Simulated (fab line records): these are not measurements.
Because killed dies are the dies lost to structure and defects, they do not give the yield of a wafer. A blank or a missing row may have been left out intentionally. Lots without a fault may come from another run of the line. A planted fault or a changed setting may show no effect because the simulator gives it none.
fab line records / flow n5Finfet
record lots=6 wafers=18 lastDay=17
route steps=1938 shown BEOL_M3@1019 BEOL_M4@1021
lots that met no fault: from a run of the same line without faults
startH: hours from the record's opening day to when the first of the lot's shown wafers began / waitH: time in hours since the lot's previous step / " as in the row above / L1.1+2: one row covering several wafers at once / - either no value or no given start / * or withheld: withheld / < > ~ a bound
route shown NAME@n: NAME is a module with steps in the file, n the number in the route of the first one / usual: mean and standard deviation over wafers with no fault / same: alike in all rows / chamber/n: place in a boat / sites: each site's reading / _std_site: their standard deviation / _edge_site: outer sites' mean less inner sites' / radiusMm: how far each site lies from the wafer's centre / mask NAME#n: copy n / behind: the last tool/chamber to shape the wafer / hold: reason for holding the lot/hours on hold/outcome of the hold / device: the n, p or np transistor that did not switch / end of line: at the end of the route, the tests of the same wafers / a step given without rows: its recipe and nothing more / killed: dies lost to structure and defects at the first sort, not the wafer's yield / map: dies across one wafer; x = killed, . = not, _ = none there
set.NAME: the setting that was run; set.NAME@STEP: the one run at that earlier step / model.NAME: the simulator's own value behind a step, which no gauge read
lots seen at some steps along the route; tables by step, rows by wafer
services: a tool's chamber out of use, with start hour (startH, from the record's first day; less than 0 if before it), hours out, and reason
## steps
# step N5_BEOL_M3_RS_MEAS_58
# recipe thkMeasGauge=four-point-probe reads=Co_of_BEOL_M3_CO_CAP_55+Cu_of_BEOL_M3_ECD_50+Co_of_BEOL_M3_CVD_47+TaN_of_BEOL_M3_ALD_84
# usual M3_RS=0.67/0.046
lot.wafer=L442.2 tool=filmMetro-01 chamber=- startH=161.15 waitH=0.1 M3_RS[ohm/sq]=0.71
lot.wafer=L442.4 tool=filmMetro-01 chamber=- startH=161.15 waitH=0.1 M3_RS[ohm/sq]=0.64
lot.wafer=L442.6 tool=filmMetro-01 chamber=- startH=161.15 waitH=0.1 M3_RS[ohm/sq]=0.64
lot.wafer=L440.1 tool=filmMetro-01 chamber=- startH=162.99 waitH=0.0 M3_RS[ohm/sq]=0.67
lot.wafer=L440.4 tool=filmMetro-01 chamber=- startH=162.99 waitH=0.0 M3_RS[ohm/sq]=0.68
lot.wafer=L440.6 tool=filmMetro-01 chamber=- startH=162.99 waitH=0.0 M3_RS[ohm/sq]=0.64
lot.wafer=L447.1 tool=filmMetro-02 chamber=- startH=193.99 waitH=0.0 M3_RS[ohm/sq]=0.63
lot.wafer=L447.4 tool=filmMetro-02 chamber=- startH=193.99 waitH=0.0 M3_RS[ohm/sq]=0.66
lot.wafer=L447.6 tool=filmMetro-02 chamber=- startH=193.99 waitH=0.0 M3_RS[ohm/sq]=0.66
lot.wafer=L446.2 tool=filmMetro-02 chamber=- startH=195.73 waitH=0.1 M3_RS[ohm/sq]=0.78
lot.wafer=L446.4 tool=filmMetro-02 chamber=- startH=195.73 waitH=0.1 M3_RS[ohm/sq]=0.62
lot.wafer=L446.6 tool=filmMetro-02 chamber=- startH=195.73 waitH=0.1 M3_RS[ohm/sq]=0.74
lot.wafer=L461.2 tool=filmMetro-01 chamber=- startH=281.60 waitH=0.1 M3_RS[ohm/sq]=0.68
lot.wafer=L461.5 tool=filmMetro-01 chamber=- startH=281.60 waitH=0.1 M3_RS[ohm/sq]=0.72
lot.wafer=L461.6 tool=filmMetro-01 chamber=- startH=281.60 waitH=0.1 M3_RS[ohm/sq]=0.65
lot.wafer=L463.1 tool=filmMetro-02 chamber=- startH=287.88 waitH=0.0 M3_RS[ohm/sq]=0.70
lot.wafer=L463.3 tool=filmMetro-02 chamber=- startH=287.88 waitH=0.0 M3_RS[ohm/sq]=0.66
lot.wafer=L463.4 tool=filmMetro-02 chamber=- startH=287.88 waitH=0.0 M3_RS[ohm/sq]=0.67
# step N5_BEOL_M3_INSPECT_59
# recipe inspectInstrument=darkfield mode=postDep
# usual rawDefectCount=76/25
lot.wafer=L442.2 tool=defectInspect-02 chamber=- startH=161.17 waitH=0.0 rawDefectCount=51
lot.wafer=L442.4 tool=defectInspect-02 chamber=- startH=161.17 waitH=0.0 rawDefectCount=79
lot.wafer=L442.6 tool=defectInspect-02 chamber=- startH=161.17 waitH=0.0 rawDefectCount=63
lot.wafer=L440.1 tool=defectInspect-01 chamber=- startH=163.01 waitH=0.0 rawDefectCount=72
lot.wafer=L440.4 tool=defectInspect-01 chamber=- startH=163.01 waitH=0.0 rawDefectCount=96
lot.wafer=L440.6 tool=defectInspect-01 chamber=- startH=163.01 waitH=0.0 rawDefectCount=94
lot.wafer=L447.1 tool=defectInspect-01 chamber=- startH=194.01 waitH=0.0 rawDefectCount=70
lot.wafer=L447.4 tool=defectInspect-01 chamber=- startH=194.01 waitH=0.0 rawDefectCount=79
lot.wafer=L447.6 tool=defectInspect-01 chamber=- startH=194.01 waitH=0.0 rawDefectCount=46
lot.wafer=L446.2 tool=defectInspect-01 chamber=- startH=195.75 waitH=0.0 rawDefectCount=83
lot.wafer=L446.4 tool=defectInspect-01 chamber=- startH=195.75 waitH=0.0 rawDefectCount=93
lot.wafer=L446.6 tool=defectInspect-01 chamber=- startH=195.75 waitH=0.0 rawDefectCount=88
lot.wafer=L461.2 tool=defectInspect-02 chamber=- startH=281.78 waitH=0.2 rawDefectCount=70
lot.wafer=L461.5 tool=defectInspect-02 chamber=- startH=281.78 waitH=0.2 rawDefectCount=55
lot.wafer=L461.6 tool=defectInspect-02 chamber=- startH=281.78 waitH=0.2 rawDefectCount=90
lot.wafer=L463.1 tool=defectInspect-02 chamber=- startH=287.90 waitH=0.0 rawDefectCount=59
lot.wafer=L463.3 tool=defectInspect-02 chamber=- startH=287.90 waitH=0.0 rawDefectCount=44
lot.wafer=L463.4 tool=defectInspect-02 chamber=- startH=287.90 waitH=0.0 rawDefectCount=50
# step N5_BEOL_M4_ILD_DEP_00
# recipe material=SiOC targetThkA=790 tempC=350 precursor=DEMS/O2 pressureTorr=5 rfW=500 timeS=15.3
# usual heaterPowerW=430/62 showerheadPlenumPTorr=5.694/0.016 throttleValvePct=12.1/0.48
lot.wafer=L442.2 tool=pecvd-02 chamber=2 startH=161.21 waitH=0.0 heaterPowerW=478 showerheadPlenumPTorr=5.673 sinceWetCleanH=292 throttleValvePct=11.5
lot.wafer=L442.4 tool=pecvd-02 chamber=2 startH=161.21 waitH=0.0 heaterPowerW=480 showerheadPlenumPTorr=5.686 sinceWetCleanH=- throttleValvePct=11.5
lot.wafer=L442.6 tool=pecvd-02 chamber=1 startH=161.21 waitH=0.0 heaterPowerW=507 showerheadPlenumPTorr=5.726 sinceWetCleanH=- throttleValvePct=12.4
lot.wafer=L440.1 tool=pecvd-02 chamber=1 startH=163.05 waitH=0.0 heaterPowerW=510 showerheadPlenumPTorr=5.732 sinceWetCleanH=1773 throttleValvePct=12.6
lot.wafer=L440.4 tool=pecvd-02 chamber=1 startH=163.05 waitH=0.0 heaterPowerW=494 showerheadPlenumPTorr=5.710 sinceWetCleanH=- throttleValvePct=12.4
lot.wafer=L440.6 tool=pecvd-02 chamber=0 startH=163.05 waitH=0.0 heaterPowerW=459 showerheadPlenumPTorr=5.682 sinceWetCleanH=- throttleValvePct=12.3
lot.wafer=L447.1 tool=pecvd-02 chamber=2 startH=194.05 waitH=0.0 heaterPowerW=482 showerheadPlenumPTorr=5.673 sinceWetCleanH=325 throttleValvePct=11.7
lot.wafer=L447.4 tool=pecvd-02 chamber=2 startH=194.05 waitH=0.0 heaterPowerW=509 showerheadPlenumPTorr=5.678 sinceWetCleanH=- throttleValvePct=11.7
lot.wafer=L447.6 tool=pecvd-02 chamber=1 startH=194.05 waitH=0.0 heaterPowerW=478 showerheadPlenumPTorr=5.729 sinceWetCleanH=- throttleValvePct=12.4
lot.wafer=L446.2 tool=pecvd-03 chamber=1 startH=195.79 waitH=0.0 heaterPowerW=346 showerheadPlenumPTorr=5.684 sinceWetCleanH=1443 throttleValvePct=12.2
lot.wafer=L446.4 tool=pecvd-03 chamber=2 startH=195.79 waitH=0.0 heaterPowerW=526 showerheadPlenumPTorr=5.692 sinceWetCleanH=- throttleValvePct=12.2
lot.wafer=L446.6 tool=pecvd-03 chamber=0 startH=195.79 waitH=0.0 heaterPowerW=375 showerheadPlenumPTorr=5.701 sinceWetCleanH=- throttleValvePct=11.5
lot.wafer=L461.2 tool=pecvd-02 chamber=0 startH=281.82 waitH=0.0 heaterPowerW=375 showerheadPlenumPTorr=5.679 sinceWetCleanH=1167 throttleValvePct=12.4
lot.wafer=L461.5 tool=pecvd-02 chamber=1 startH=281.82 waitH=0.0 heaterPowerW=433 showerheadPlenumPTorr=5.734 sinceWetCleanH=- throttleValvePct=12.4
lot.wafer=L461.6 tool=pecvd-02 chamber=2 startH=281.82 waitH=0.0 heaterPowerW=471 showerheadPlenumPTorr=5.674 sinceWetCleanH=- throttleValvePct=12.1
lot.wafer=L463.1 tool=pecvd-02 chamber=2 startH=287.94 waitH=0.0 heaterPowerW=470 showerheadPlenumPTorr=5.661 sinceWetCleanH=419 throttleValvePct=11.7
lot.wafer=L463.3 tool=pecvd-02 chamber=1 startH=287.94 waitH=0.0 heaterPowerW=429 showerheadPlenumPTorr=5.718 sinceWetCleanH=1898 throttleValvePct=12.7
lot.wafer=L463.4 tool=pecvd-02 chamber=1 startH=287.94 waitH=0.0 heaterPowerW=438 showerheadPlenumPTorr=5.721 sinceWetCleanH=- throttleValvePct=12.7
# step N5_BEOL_M4_THK_MEAS_01
# recipe reads=SiOC_of_BEOL_M4_ILD_DEP_00
# usual M4_ILD_THK=78.7/1.3
lot.wafer=L442.2 tool=filmMetro-01 chamber=- startH=161.28 waitH=0.1 M4_ILD_THK[nm]=78.4
lot.wafer=L442.4 tool=filmMetro-01 chamber=- startH=161.28 waitH=0.1 M4_ILD_THK[nm]=78.9
lot.wafer=L442.6 tool=filmMetro-01 chamber=- startH=161.28 waitH=0.1 M4_ILD_THK[nm]=80.7
lot.wafer=L440.1 tool=filmMetro-02 chamber=- startH=163.12 waitH=0.0 M4_ILD_THK[nm]=78.8
lot.wafer=L440.4 tool=filmMetro-02 chamber=- startH=163.12 waitH=0.0 M4_ILD_THK[nm]=79.4
lot.wafer=L440.6 tool=filmMetro-02 chamber=- startH=163.12 waitH=0.0 M4_ILD_THK[nm]=78.2
lot.wafer=L447.1 tool=filmMetro-02 chamber=- startH=194.12 waitH=0.0 M4_ILD_THK[nm]=77.7
lot.wafer=L447.4 tool=filmMetro-02 chamber=- startH=194.12 waitH=0.0 M4_ILD_THK[nm]=78.3
lot.wafer=L447.6 tool=filmMetro-02 chamber=- startH=194.12 waitH=0.0 M4_ILD_THK[nm]=79.8
lot.wafer=L446.2 tool=filmMetro-01 chamber=- startH=195.86 waitH=0.1 M4_ILD_THK[nm]=77.5
lot.wafer=L446.4 tool=filmMetro-01 chamber=- startH=195.86 waitH=0.1 M4_ILD_THK[nm]=79.0
lot.wafer=L446.6 tool=filmMetro-01 chamber=- startH=195.86 waitH=0.1 M4_ILD_THK[nm]=77.8
lot.wafer=L461.2 tool=filmMetro-01 chamber=- startH=281.89 waitH=0.1 M4_ILD_THK[nm]=77.9
lot.wafer=L461.5 tool=filmMetro-01 chamber=- startH=281.89 waitH=0.1 M4_ILD_THK[nm]=81.7
lot.wafer=L461.6 tool=filmMetro-01 chamber=- startH=281.89 waitH=0.1 M4_ILD_THK[nm]=79.2
lot.wafer=L463.1 tool=filmMetro-01 chamber=- startH=288.01 waitH=0.0 M4_ILD_THK[nm]=78.1
lot.wafer=L463.3 tool=filmMetro-01 chamber=- startH=288.01 waitH=0.0 M4_ILD_THK[nm]=80.1
lot.wafer=L463.4 tool=filmMetro-01 chamber=- startH=288.01 waitH=0.0 M4_ILD_THK[nm]=81.7
# step N5_BEOL_M4_PECVD_72
# recipe material=SiO2 targetThkA=160 tempC=400 precursor=TEOS/O2 pressureTorr=5.5 rfW=450 teosFlowSccm=53.8 gas=O2 flowSccm=3000 timeS=18
# usual heaterPowerW=654/83 showerheadPlenumPTorr=8.78/0.071 throttleValvePct=22.8/0.92
lot.wafer=L442.2 tool=pecvd-04 chamber=2 startH=161.31 waitH=0.0 heaterPowerW=685 showerheadPlenumPTorr=8.79 sinceWetCleanH=474 throttleValvePct=21.3
lot.wafer=L442.4 tool=pecvd-04 chamber=0 startH=161.31 waitH=0.0 heaterPowerW=611 showerheadPlenumPTorr=8.83 sinceWetCleanH=- throttleValvePct=24.3
lot.wafer=L442.6 tool=pecvd-04 chamber=1 startH=161.31 waitH=0.0 heaterPowerW=710 showerheadPlenumPTorr=8.77 sinceWetCleanH=- throttleValvePct=23.7
lot.wafer=L440.1 tool=pecvd-03 chamber=2 startH=163.15 waitH=0.0 heaterPowerW=844 showerheadPlenumPTorr=8.78 sinceWetCleanH=2136 throttleValvePct=22.5
lot.wafer=L440.4 tool=pecvd-03 chamber=0 startH=163.15 waitH=0.0 heaterPowerW=668 showerheadPlenumPTorr=8.80 sinceWetCleanH=- throttleValvePct=21.5
lot.wafer=L440.6 tool=pecvd-03 chamber=2 startH=163.15 waitH=0.0 heaterPowerW=838 showerheadPlenumPTorr=8.75 sinceWetCleanH=- throttleValvePct=22.7
lot.wafer=L447.1 tool=pecvd-04 chamber=1 startH=194.16 waitH=0.0 heaterPowerW=688 showerheadPlenumPTorr=8.77 sinceWetCleanH=1986 throttleValvePct=23.7
lot.wafer=L447.4 tool=pecvd-04 chamber=2 startH=194.16 waitH=0.0 heaterPowerW=565 showerheadPlenumPTorr=8.81 sinceWetCleanH=- throttleValvePct=21.2
lot.wafer=L447.6 tool=pecvd-04 chamber=1 startH=194.16 waitH=0.0 heaterPowerW=667 showerheadPlenumPTorr=8.76 sinceWetCleanH=- throttleValvePct=23.5
lot.wafer=L446.2 tool=pecvd-04 chamber=1 startH=195.89 waitH=0.0 heaterPowerW=702 showerheadPlenumPTorr=8.78 sinceWetCleanH=1987 throttleValvePct=23.6
lot.wafer=L446.4 tool=pecvd-04 chamber=2 startH=195.89 waitH=0.0 heaterPowerW=675 showerheadPlenumPTorr=8.79 sinceWetCleanH=- throttleValvePct=21.3
lot.wafer=L446.6 tool=pecvd-04 chamber=0 startH=195.89 waitH=0.0 heaterPowerW=640 showerheadPlenumPTorr=8.85 sinceWetCleanH=- throttleValvePct=24.6
lot.wafer=L461.2 tool=pecvd-04 chamber=0 startH=281.93 waitH=0.0 heaterPowerW=605 showerheadPlenumPTorr=8.84 sinceWetCleanH=1348 throttleValvePct=23.7
lot.wafer=L461.5 tool=pecvd-04 chamber=1 startH=281.93 waitH=0.0 heaterPowerW=699 showerheadPlenumPTorr=8.77 sinceWetCleanH=- throttleValvePct=23.9
lot.wafer=L461.6 tool=pecvd-04 chamber=0 startH=281.93 waitH=0.0 heaterPowerW=593 showerheadPlenumPTorr=8.81 sinceWetCleanH=- throttleValvePct=24.0
lot.wafer=L463.1 tool=pecvd-03 chamber=0 startH=288.04 waitH=0.0 heaterPowerW=669 showerheadPlenumPTorr=8.80 sinceWetCleanH=811 throttleValvePct=22.2
lot.wafer=L463.3 tool=pecvd-03 chamber=1 startH=288.04 waitH=0.0 heaterPowerW=475 showerheadPlenumPTorr=8.77 sinceWetCleanH=1536 throttleValvePct=22.6
lot.wafer=L463.4 tool=pecvd-03 chamber=1 startH=288.04 waitH=0.0 heaterPowerW=473 showerheadPlenumPTorr=8.76 sinceWetCleanH=- throttleValvePct=22.7
# step N5_BEOL_M4_HM_DEP_02
# recipe material=TiN targetThkA=200 tempC=25 chamberPressurePa=0.49996
# usual throttleValvePct=30.6/1.3
lot.wafer=L442.2 tool=pvdSputter-03 chamber=- startH=162.10 waitH=0.8 throttleValvePct=30.9
lot.wafer=L442.4 tool=pvdSputter-03 chamber=- startH=162.10 waitH=0.8 throttleValvePct=31.2
lot.wafer=L442.6 tool=pvdSputter-03 chamber=- startH=162.10 waitH=0.8 throttleValvePct=30.9
lot.wafer=L440.1 tool=pvdSputter-02 chamber=- startH=163.36 waitH=0.2 throttleValvePct=32.9
lot.wafer=L440.4 tool=pvdSputter-02 chamber=- startH=163.36 waitH=0.2 throttleValvePct=31.9
lot.wafer=L440.6 tool=pvdSputter-02 chamber=- startH=163.36 waitH=0.2 throttleValvePct=31.1
lot.wafer=L447.1 tool=pvdSputter-03 chamber=- startH=195.10 waitH=0.9 throttleValvePct=30.7
lot.wafer=L447.4 tool=pvdSputter-03 chamber=- startH=195.10 waitH=0.9 throttleValvePct=31.1
lot.wafer=L447.6 tool=pvdSputter-03 chamber=- startH=195.10 waitH=0.9 throttleValvePct=31.2
lot.wafer=L446.2 tool=pvdSputter-01 chamber=- startH=196.62 waitH=0.7 throttleValvePct=30.5
lot.wafer=L446.4 tool=pvdSputter-01 chamber=- startH=196.62 waitH=0.7 throttleValvePct=28.2
lot.wafer=L446.6 tool=pvdSputter-01 chamber=- startH=196.62 waitH=0.7 throttleValvePct=30.2
lot.wafer=L461.2 tool=pvdSputter-02 chamber=- startH=282.46 waitH=0.5 throttleValvePct=30.8
lot.wafer=L461.5 tool=pvdSputter-02 chamber=- startH=282.46 waitH=0.5 throttleValvePct=31.2
lot.wafer=L461.6 tool=pvdSputter-02 chamber=- startH=282.46 waitH=0.5 throttleValvePct=31.9
lot.wafer=L463.1 tool=pvdSputter-01 chamber=- startH=288.76 waitH=0.7 throttleValvePct=30.1
lot.wafer=L463.3 tool=pvdSputter-01 chamber=- startH=288.76 waitH=0.7 throttleValvePct=30.8
lot.wafer=L463.4 tool=pvdSputter-01 chamber=- startH=288.76 waitH=0.7 throttleValvePct=30.5
# step N5_BEOL_M4_COAT_61
# recipe resist=SOC tempC=250 timeS=60 spinRpm=1500 resistThkNm=60
# step N5_BEOL_M4_COAT_62
# recipe resist=SiARC tempC=220 timeS=60 spinRpm=1500 resistThkNm=12
# step N5_BEOL_M4_COAT_73
# recipe resist=underlayer tempC=205 timeS=60 spinRpm=1500 resistThkNm=5
# step N5_BEOL_M4_COAT_05
# recipe resist=CAR-EUV spinRpm=1500 resistThkNm=30
# step N5_BEOL_M4_EBR_07
# recipe solvent=PGMEA ebrWidthMm=1.5
# step N5_BEOL_M4_SOFTBAKE_06
# recipe tempC=110 timeS=60 resist=CAR-EUV
# step N5_BEOL_M4_EXPOSE_08
# recipe maskId=M4 na=0.33 sourceShape=dipole sigmaInner=0.369 sigmaOuter=0.767 polarization=unpolarized doseMj=41.25
# usual dipoleOpeningDeg=79.7/0 exposureDoseMJCm2=41.16/0.068
lot.wafer=L442.2 tool=euvScanner-02 chamber=0 startH=162.37 waitH=- mask=M4#0 dipoleOpeningDeg=79.7 exposureDoseMJCm2=41.17
lot.wafer=L442.4 tool=euvScanner-02 chamber=0 startH=162.37 waitH=- mask=M4#0 dipoleOpeningDeg=79.7 exposureDoseMJCm2=41.06
lot.wafer=L442.6 tool=euvScanner-02 chamber=0 startH=162.37 waitH=- mask=M4#0 dipoleOpeningDeg=79.7 exposureDoseMJCm2=41.11
lot.wafer=L440.1 tool=euvScanner-01 chamber=0 startH=163.75 waitH=- mask=M4#0 dipoleOpeningDeg=79.7 exposureDoseMJCm2=41.22
lot.wafer=L440.4 tool=euvScanner-01 chamber=0 startH=163.75 waitH=- mask=M4#0 dipoleOpeningDeg=79.7 exposureDoseMJCm2=41.20
lot.wafer=L440.6 tool=euvScanner-01 chamber=0 startH=163.75 waitH=- mask=M4#0 dipoleOpeningDeg=79.7 exposureDoseMJCm2=41.24
lot.wafer=L447.1 tool=euvScanner-02 chamber=- startH=195.56 waitH=- mask=M4#0 dipoleOpeningDeg=- exposureDoseMJCm2=-
lot.wafer=L447.4 tool=euvScanner-02 chamber=- startH=195.56 waitH=- mask=M4#0 dipoleOpeningDeg=- exposureDoseMJCm2=-
lot.wafer=L447.6 tool=euvScanner-02 chamber=- startH=195.56 waitH=- mask=M4#0 dipoleOpeningDeg=- exposureDoseMJCm2=-
lot.wafer=L446.2 tool=euvScanner-01 chamber=- startH=197.02 waitH=- mask=M4#0 dipoleOpeningDeg=- exposureDoseMJCm2=-
lot.wafer=L446.4 tool=euvScanner-01 chamber=- startH=197.02 waitH=- mask=M4#0 dipoleOpeningDeg=- exposureDoseMJCm2=-
lot.wafer=L446.6 tool=euvScanner-01 chamber=- startH=197.02 waitH=- mask=M4#0 dipoleOpeningDeg=- exposureDoseMJCm2=-
lot.wafer=L461.2 tool=euvScanner-02 chamber=0 startH=282.86 waitH=- mask=M4#0 dipoleOpeningDeg=79.7 exposureDoseMJCm2=41.07
lot.wafer=L461.5 tool=euvScanner-02 chamber=0 startH=282.86 waitH=- mask=M4#0 dipoleOpeningDeg=79.7 exposureDoseMJCm2=41.09
lot.wafer=L461.6 tool=euvScanner-02 chamber=0 startH=282.86 waitH=- mask=M4#0 dipoleOpeningDeg=79.7 exposureDoseMJCm2=41.09
lot.wafer=L463.1 tool=euvScanner-02 chamber=0 startH=289.02 waitH=- mask=M4#0 dipoleOpeningDeg=79.7 exposureDoseMJCm2=41.10
lot.wafer=L463.3 tool=euvScanner-02 chamber=0 startH=289.02 waitH=- mask=M4#0 dipoleOpeningDeg=79.7 exposureDoseMJCm2=41.12
lot.wafer=L463.4 tool=euvScanner-02 chamber=0 startH=289.02 waitH=- mask=M4#0 dipoleOpeningDeg=79.7 exposureDoseMJCm2=41.13
# step N5_BEOL_M4_PEB_09
# recipe pebTempC=100 pebTimeS=60 resist=CAR-EUV
## services
tool=pecvd-02 chamber=- startH=137.52 hours=0.7 kind=repair
tool=pecvd-03 chamber=- startH=138.88 hours=0.5 kind=repair
tool=pvdSputter-01 chamber=- startH=141.51 hours=3.1 kind=repair
tool=pvdSputter-01 chamber=- startH=151.78 hours=1.0 kind=repair
tool=pecvd-04 chamber=2 startH=170.47 hours=2.1 kind=scheduledDown
tool=euvScanner-02 chamber=- startH=176.76 hours=1.0 kind=pm
tool=pecvd-03 chamber=2 startH=183.26 hours=5.5 kind=scheduledDown
tool=euvScanner-01 chamber=- startH=188.86 hours=1.0 kind=pm
tool=pvdSputter-01 chamber=- startH=194.09 hours=0.8 kind=repair
tool=pecvd-03 chamber=1 startH=196.50 hours=16.5 kind=scheduledDown
tool=euvScanner-01 chamber=- startH=200.38 hours=4.6 kind=pm
tool=pecvd-02 chamber=1 startH=205.67 hours=4.9 kind=repair
tool=euvScanner-02 chamber=0 startH=205.81 hours=- kind=calibration
tool=pecvd-03 chamber=2 startH=213.00 hours=- kind=clean
tool=pecvd-03 chamber=2 startH=213.00 hours=- kind=consumableReplace:showerhead
tool=pecvd-03 chamber=2 startH=213.00 hours=29.0 kind=scheduledDown
tool=pecvd-03 chamber=2 startH=213.00 hours=29.0 kind=ventCycle
tool=euvScanner-02 chamber=- startH=227.74 hours=1.8 kind=repair
tool=euvScanner-02 chamber=- startH=232.91 hours=1.0 kind=pm
tool=euvScanner-01 chamber=- startH=245.01 hours=1.0 kind=pm
tool=euvScanner-02 chamber=- startH=269.28 hours=4.6 kind=pm
tool=pecvd-04 chamber=2 startH=272.32 hours=2.5 kind=repair
tool=pecvd-03 chamber=1 startH=275.80 hours=7.2 kind=repair
tool=euvScanner-01 chamber=0 startH=285.01 hours=- kind=calibration
## key
firstSign step=N5_BEOL_M4_EXPOSE_08 reading=toolRecord direction=missing
effect none on later readings
metAt N5_BEOL_M4_EXPOSE_08
struckWafers L446.2,L446.4,L446.6,L447.1,L447.4,L447.6
laterRowsLeftOut L446.2,L446.4,L446.6,L447.1,L447.4,L447.6
sortLeftOut L446.2,L446.4,L446.6,L447.1,L447.4,L447.6
onsetBetween 163.75 195.56
fault kind=skippedStepWhole tool=euvScanner-01,euvScanner-02 chamber=- onsetH=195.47 steps=N5_BEOL_M4_EXPOSE_08 scope=struckLotsOnly
# sortLeftOut: the simulated sort isn't trusted on such a fault, so these wafers' sort isn't shown, and their yield isn't known
# laterRowsLeftOut: the simulator's readings of these wafers behind a module that went badly wrong aren't trusted and aren't shown, but for the sort
